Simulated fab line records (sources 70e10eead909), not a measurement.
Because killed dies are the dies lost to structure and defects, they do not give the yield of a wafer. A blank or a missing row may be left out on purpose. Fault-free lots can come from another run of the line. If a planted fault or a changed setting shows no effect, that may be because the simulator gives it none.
fab line records ; flow nand-harc
record: lots: 13; wafers: 37; last-day: 33
route steps=1302 shown A_BLC@1136 A_M0@1158
lots untouched by any fault: they come from a run of this same line in which no faults occurred
start-h: start of the lot's first displayed wafer, in hours after the record's first day ; wait-h: hours elapsed since this lot's preceding step ; " repeats the value in the row above ; L1.1+2: one row covering several wafers at once ; - no value, or no start given ; * or withheld: withheld ; < > ~ a bound
route shown NAME@n: names a module that has steps shown in the file, with the first one's number in the route ; usual: mean/standard deviation taken from wafers without a fault ; same: alike in all rows ; chamber/n: place in a boat ; sites: readings site by site ; _std_site: the values' standard deviation ; _edge_site: inner sites' mean taken away from outer sites' mean ; radius-mm: for every site, how far away it sits from the centre of the wafer ; mask NAME#n: copy n ; behind: the last tool/chamber to shape the wafer ; hold: the reason the lot was held/the length of the hold in hours/how it ended ; device: the transistor (n, p or np) that didn't switch ; end of line: tests of these same wafers at the route's end ; a step without rows: its recipe alone ; killed: at the first sort, the dies lost to defects and structure; wafer yield is something else ; map: the dies of a wafer, with x for killed, . for not killed, _ for no die there
set.NAME: the setting that was run; set.NAME@STEP: the one run at that earlier step ; model.NAME: the simulator's own value behind a step, which no gauge read
one table for each step of the route and one row for each wafer, over a sample of lots
services: the hour from which a tool's chamber was out of use, counted from the record's first day as start-h (under 0 if before that day), plus the number of hours and why
== steps ==
step: NHARC_A_BLC_INSPECT_28
usual: raw-defect-count: 516/110
lot.wafer;tool;chamber;start-h;wait-h;raw-defect-count
L388.2;defect-inspect-01;-;526.83;0.1;383
L388.3;defect-inspect-01;-;526.83;0.1;346
L388.6;defect-inspect-01;-;526.83;0.1;460
L387.2;defect-inspect-02;-;532.92;0.1;588
L387.4;defect-inspect-02;-;532.92;0.1;662
L387.6;defect-inspect-02;-;532.92;0.1;556
L389.4;defect-inspect-02;-;551.32;0.1;618
L389.5;defect-inspect-02;-;551.32;0.1;632
L389.6;defect-inspect-02;-;551.32;0.1;546
L390.3;defect-inspect-01;-;552.10;0.1;725
L390.4;defect-inspect-01;-;552.10;0.1;805
L390.6;defect-inspect-01;-;552.10;0.1;470
L392.3;defect-inspect-02;-;563.01;0.1;445
L392.4;defect-inspect-02;-;563.01;0.1;543
L392.5;defect-inspect-02;-;563.01;0.1;448
L393.2;defect-inspect-01;-;582.93;0.1;585
L393.3;defect-inspect-01;-;582.93;0.1;559
L393.5;defect-inspect-01;-;582.93;0.1;394
L396.1;defect-inspect-01;-;606.64;0.1;437
L403.2;defect-inspect-01;-;703.43;0.1;416
L403.3;defect-inspect-01;-;703.43;0.1;387
L403.5;defect-inspect-01;-;703.43;0.1;410
L405.1;defect-inspect-01;-;706.96;0.1;410
L405.3;defect-inspect-01;-;706.96;0.1;426
L405.5;defect-inspect-01;-;706.96;0.1;395
L404.1;defect-inspect-01;-;713.89;0.1;586
L404.2;defect-inspect-01;-;713.89;0.1;534
L404.4;defect-inspect-01;-;713.89;0.1;627
L407.2;defect-inspect-01;-;730.50;0.1;437
L407.4;defect-inspect-01;-;730.50;0.1;424
L407.5;defect-inspect-01;-;730.50;0.1;367
L408.4;defect-inspect-02;-;736.20;0.1;588
L408.5;defect-inspect-02;-;736.20;0.1;503
L408.6;defect-inspect-02;-;736.20;0.1;425
L409.2;defect-inspect-02;-;736.93;0.1;526
L409.3;defect-inspect-02;-;736.93;0.1;649
L409.4;defect-inspect-02;-;736.93;0.1;603
step: NHARC_A_M0_PVD_20
recipe: target-thk-a: 50; bias-v: 168.6; power-w: 15000; chamber-pressure-pa: 0.12; time-s: 8.06; substrate-temp-c: 50; material: TaN
usual: throttle-valve-pct: 29.7/0.93; time-s: 8.06/0
lot.wafer;tool;chamber;start-h;wait-h;throttle-valve-pct;time-s
L388.2;pvd-sputter-01;-;528.97;-;29.3;8.06
L388.3;pvd-sputter-01;-;528.97;-;30.6;8.06
L388.6;pvd-sputter-01;-;528.97;-;28.5;8.06
L387.4;pvd-sputter-02;-;535.00;-;30.2;8.06
L387.2;pvd-sputter-02;-;535.00;-;30.6;8.06
L387.6;pvd-sputter-02;-;535.00;-;30.3;8.06
L389.4;pvd-sputter-03;-;553.48;-;28.1;8.06
L389.5;pvd-sputter-03;-;553.48;-;29.7;8.06
L389.6;pvd-sputter-03;-;553.48;-;28.7;8.06
L390.3;pvd-sputter-02;-;554.09;-;30.5;8.06
L390.4;pvd-sputter-02;-;554.09;-;30.0;8.06
L390.6;pvd-sputter-02;-;554.09;-;29.8;8.06
L392.4;pvd-sputter-02;-;565.07;-;30.1;8.06
L392.3;pvd-sputter-02;-;565.07;-;30.0;8.06
L392.5;pvd-sputter-02;-;565.07;-;30.7;8.06
L393.3;pvd-sputter-02;-;584.91;-;29.9;5.9663
L393.2;pvd-sputter-02;-;584.91;-;30.9;5.9663
L393.5;pvd-sputter-02;-;584.91;-;30.0;8.06
L396.1;pvd-sputter-02;-;608.67;-;30.7;8.06
L403.2;pvd-sputter-02;-;705.57;-;29.7;8.06
L403.3;pvd-sputter-02;-;705.57;-;29.9;8.06
L403.5;pvd-sputter-02;-;705.57;-;29.8;8.06
L405.1;pvd-sputter-02;-;708.95;-;29.9;8.06
L405.3;pvd-sputter-02;-;708.95;-;30.1;8.06
L405.5;pvd-sputter-02;-;708.95;-;30.1;8.06
L404.2;pvd-sputter-02;-;715.87;-;30.7;8.06
L404.4;pvd-sputter-02;-;715.87;-;29.9;8.06
L404.1;pvd-sputter-02;-;715.87;-;30.1;8.06
L407.4;pvd-sputter-03;-;732.63;-;28.3;8.06
L407.2;pvd-sputter-03;-;732.63;-;28.9;8.06
L407.5;pvd-sputter-03;-;732.63;-;28.3;8.06
L408.4;pvd-sputter-01;-;738.31;-;29.3;8.06
L408.5;pvd-sputter-01;-;738.31;-;29.0;8.06
L408.6;pvd-sputter-01;-;738.31;-;30.1;8.06
L409.3;pvd-sputter-01;-;739.19;-;30.3;8.06
L409.4;pvd-sputter-01;-;739.19;-;30.6;8.06
L409.2;pvd-sputter-01;-;739.19;-;27.5;8.06
step: NHARC_A_M0_CMP_23
recipe: t-overpolish-s: 20; target-thk-nm: 113.75
usual: motor-current-A: 11.5/1.3; time-to-endpoint-s: 29.2/2.8
lot.wafer;tool;chamber;start-h;wait-h;motor-current-A;time-to-endpoint-s
L388.2;cmp-04;2;529.96;-;12.5;29.7
L388.3;cmp-04;3;529.96;-;10.6;27.5
L388.6;cmp-04;1;529.96;-;12.0;30.0
L387.2;cmp-03;0;536.00;-;11.8;34.5
L387.4;cmp-03;1;536.00;-;13.3;32.6
L387.6;cmp-03;3;536.00;-;10.6;25.6
L389.4;cmp-03;0;554.48;-;11.8;32.3
L389.5;cmp-03;2;554.48;-;13.4;31.6
L389.6;cmp-03;3;554.48;-;10.0;27.5
L390.3;cmp-01;1;555.07;-;10.0;29.3
L390.4;cmp-01;0;555.07;-;9.6;26.8
L390.6;cmp-01;1;555.07;-;10.0;29.0
L392.4;cmp-04;3;566.02;-;10.4;27.8
L392.3;cmp-04;2;566.02;-;12.8;25.9
L392.5;cmp-04;3;566.02;-;10.6;25.7
L393.3;cmp-04;1;585.90;-;11.9;25.7
L393.2;cmp-04;2;585.90;-;12.5;25.9
L393.5;cmp-04;1;585.90;-;12.0;29.4
L396.1;cmp-03;1;609.67;-;13.1;30.7
L403.3;cmp-01;1;706.52;-;10.0;32.4
L403.2;cmp-01;3;706.52;-;10.9;28.0
L403.5;cmp-01;2;706.52;-;11.0;29.3
L405.3;cmp-01;3;709.98;-;10.4;30.0
L405.1;cmp-01;0;709.98;-;9.5;31.9
L405.5;cmp-01;2;709.98;-;10.9;30.4
L404.2;cmp-04;3;716.83;-;10.6;30.4
L404.1;cmp-04;0;716.83;-;12.0;28.3
L404.4;cmp-04;1;716.83;-;11.8;34.5
L407.4;cmp-03;2;733.59;-;13.7;30.6
L407.2;cmp-03;3;733.59;-;10.0;25.3
L407.5;cmp-03;2;733.59;-;12.5;29.9
L408.4;cmp-01;1;739.31;-;9.8;28.9
L408.5;cmp-01;0;739.31;-;9.2;25.8
L408.6;cmp-01;1;739.31;-;9.9;28.6
L409.2;cmp-01;3;740.22;-;10.9;27.2
L409.4;cmp-01;0;740.22;-;9.6;29.0
L409.3;cmp-01;1;740.22;-;10.1;32.1
step: NHARC_A_M0_PRE_CLEAN_31
recipe: time-s: 12; temp-c: 370; rf-power-w: 300; gas: NH3
usual: heater-power-w: 629/76
lot.wafer;tool;chamber;start-h;wait-h;heater-power-w
L388.2;pecvd-04;1;530.48;0.1;621
L388.3;pecvd-04;0;530.48;0.1;640
L388.6;pecvd-04;0;530.48;0.1;621
L387.2;pecvd-04;1;536.51;0.1;542
L387.4;pecvd-04;1;536.51;0.1;551
L387.6;pecvd-04;0;536.51;0.1;624
L389.5;pecvd-04;0;555.00;0.1;664
L389.4;pecvd-04;1;555.00;0.1;533
L389.6;pecvd-04;2;555.00;0.1;750
L390.3;pecvd-04;0;555.62;0.1;701
L390.6;pecvd-04;0;555.62;0.1;678
L390.4;pecvd-04;2;555.62;0.1;786
L392.3;pecvd-02;1;566.58;0.1;534
L392.5;pecvd-02;0;566.58;0.1;664
L392.4;pecvd-02;1;566.58;0.1;539
L393.3;pecvd-02;2;586.41;0.1;579
L393.2;pecvd-02;1;586.41;0.1;522
L393.5;pecvd-02;2;586.41;0.1;587
L396.1;pecvd-04;1;610.18;0.1;615
L403.2;pecvd-02;0;707.08;0.1;697
L403.3;pecvd-02;1;707.08;0.1;487
L403.5;pecvd-02;0;707.08;0.1;701
L405.3;pecvd-03;0;710.46;0.1;822
L405.1;pecvd-03;2;710.46;0.1;621
L405.5;pecvd-03;2;710.46;0.1;602
L404.2;pecvd-03;1;717.39;0.1;612
L404.1;pecvd-03;2;717.39;0.1;599
L404.4;pecvd-03;0;717.39;0.1;747
L407.2;pecvd-04;0;734.13;0.1;571
L407.4;pecvd-04;1;734.13;0.1;542
L407.5;pecvd-04;2;734.13;0.1;695
L408.5;pecvd-02;0;739.86;0.1;661
L408.6;pecvd-02;1;739.86;0.1;489
L408.4;pecvd-02;2;739.86;0.1;685
L409.2;pecvd-02;1;740.92;0.2;546
L409.3;pecvd-02;2;740.92;0.2;637
L409.4;pecvd-02;2;740.92;0.2;653
== services ==
tool;chamber;start-h;hours;kind
pecvd-02;-;523.34;4.7;repair
pecvd-04;2;530.26;6.8;repair
cmp-01;-;539.12;3.0;repair
cmp-04;-;540.71;0.6;repair
cmp-01;-;546.55;0.5;repair
cmp-01;-;550.59;0.6;repair
cmp-03;-;554.59;4.0;pm
pecvd-04;-;567.72;2.5;repair
cmp-01;-;581.66;5.6;repair
pecvd-02;-;589.39;13.0;pm
pecvd-04;-;590.22;1.2;repair
cmp-01;-;600.23;11.6;repair
cmp-04;-;601.00;4.0;pm
cmp-01;-;611.94;4.0;pm
cmp-04;-;626.61;0.3;repair
pecvd-02;0;630.32;4.3;repair
pecvd-04;-;631.26;13.0;pm
pvd-sputter-02;-;638.03;10.0;pm
pecvd-02;1;653.96;5.4;repair
cmp-01;-;654.54;1.7;repair
cmp-04;-;668.99;1.9;repair
cmp-04;-;696.37;0.6;repair
cmp-04;-;699.00;4.0;pm
cmp-01;-;710.09;4.0;pm
== key ==
first-sign: step: NHARC_A_M0_PVD_20; reading: time-s; direction: down; sigmas: 99+; usual: *; struck: *
effect none on later readings
met-at NHARC_A_M0_PVD_20
struck-lots L393
struck-wafers L393.2,L393.3
not-acting-at NHARC_A_BLC_INSPECT_28,NHARC_A_M0_CMP_23,NHARC_A_M0_PRE_CLEAN_31
onset-between 565.07 584.91
fault: kind: process-parameter-drift; tool: pvd-sputter-02; chamber: -; onset-h: 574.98; steps: NHARC_A_M0_PVD_20; channel: time-s; offset: *; shape: step; end-h: 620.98; scope: struck-wafers-only; acts-in: *; stated: *
